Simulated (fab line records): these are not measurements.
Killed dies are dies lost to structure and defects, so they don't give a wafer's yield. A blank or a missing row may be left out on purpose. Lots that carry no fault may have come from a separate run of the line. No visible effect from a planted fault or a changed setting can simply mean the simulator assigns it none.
Problem report, 8D (eight disciplines) form, completed by code ; flow nand harc ; the parts of the form that need people (team, actions taken, sign-off) are left out

== 1. WHAT WENT WRONG ==
Wafers without a fault read 5000.2 nm, standard deviation 2.6; cd nm at NHARC_THIN_TSV_CD_MEAS_37 reads a mean of 5016.1 nm on 4 wafers belonging to 2 lots. Measured from the usual mean, that is +6.1 standard deviations.
The first sign was on wafer L433.4 at day 31 23:28, on cd sem-03. Wafers with a number at this step in the record: 36, from 12 lots. By rule, "out" or "out of limits" means more than 4 standard deviations away from the usual mean. All remaining wafers that have a number are taken as sound.

== 2. WHAT IT IS; WHAT IT IS NOT ==
question;is;is not
which readings at this step;cd nm;-
which lots;L433, L434;L414, L417, L418, L419, L423, L424, L431, L435, L436, L437
which wafers of those lots;L433.4, L433.6, L434.2, L434.6;L433.3, L434.5
read on which gauges;cd sem-02, cd sem-03;cd sem-01
when;from day 31 23:28;"up to then (22 sound wafers); but 10 sound wafers of L434, L435, L436, L437 came after"

== 3. THE SUSPECTS, EACH WITH WHAT RULES IT OUT ==
Counting: a tool at a process step up to the reading stays a suspect if it ran every lot that is out. Sound lots after the first of them don't rule it out here, since some wafers of a struck lot are sound.
- the gauge at NHARC_THIN_TSV_CD_MEAS_37 is ruled out. Those wafers that are out were read across 2 gauges (cd sem-02, cd sem-03).
- pvd sputter-03 at NHARC_THIN_TSV_DEGAS_49 (time 120 s): kept. Ran every lot that is out, first one L433 (day 31 18:38); last sound lot up to then L419 (day 25 03:14).
- rtp anneal-01 at NHARC_THIN_TSV_ANNEAL_52 (time 90 s): kept. Ran every lot that is out, first one L433 (day 31 19:56); last sound lot up to then L418 (day 25 03:24).
- rie metal-03 at NHARC_THIN_TSV_ETCH_59 (etches the open film in Cl2/BCl3, target depth 880 nm, time 138.1 s): kept. Ran every lot that is out, first one L433 (day 31 22:13); last sound lot up to then L418 (day 25 05:34). Its own readings are out on those wafers: oes product au.
The count leaves pvd sputter-03 at NHARC_THIN_TSV_DEGAS_49, rtp anneal-01 at NHARC_THIN_TSV_ANNEAL_52, and rie metal-03 at NHARC_THIN_TSV_ETCH_59.

== 4. THE CAUSE (what the simulator had put in) ==
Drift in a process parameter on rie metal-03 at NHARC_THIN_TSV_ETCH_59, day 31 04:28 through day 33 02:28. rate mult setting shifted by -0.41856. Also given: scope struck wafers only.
After counting, 3 suspects remain, this tool included.

== 5. SEQUENCE OF EFFECTS, ordered by route ==
Rows list readings where the struck wafers' mean (over those with a number) sits beyond 3 standard deviations from the usual. Only readings whose record carries a usual standard deviation are examined. hours: median over the lots of the time between each lot's start at the first step of this table that gives one and its start at this step. sigmas: the change, counted in usual standard deviations.
hours;step;reading;usual;on struck wafers;change;sigmas
0;NHARC_THIN_TSV_ETCH_59;oes product au;0.997 a.u.;0.728;-0.269;-32
1;NHARC_THIN_TSV_CD_MEAS_37;cd nm;5000.2 nm;5016.1;+15.9;+6.1
10;NHARC_END_SORT_01;defect limited yield;90.1 %;0.0;-90.1;-35
10;NHARC_END_SORT_01;killed at other;0.8;612.5;+611.7;+99 or more
10;NHARC_END_SORT_01;killed dies;67;677;+610;+36
Here are the process steps it includes:
- NHARC_THIN_TSV_ETCH_59: etches the open film in Cl2/BCl3, target depth 880 nm, time 138.1 s.

== 6. WHAT WOULD HAVE CAUGHT IT SOONER ==
The first out-of-limits reading at a measuring or inspecting step in this record came at day 31 23:28, 19 hours after the fault's start at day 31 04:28.
Tool's own readings at NHARC_THIN_TSV_ETCH_59, oes product au: out on all struck wafers the step has rows for; an alarm limit on them would have tripped on the first.
L434, from the lots that are out (2), started NHARC_THIN_TSV_ETCH_59 on rie metal-03 later than day 31 23:28. A hold on the tool at that time would have spared it.
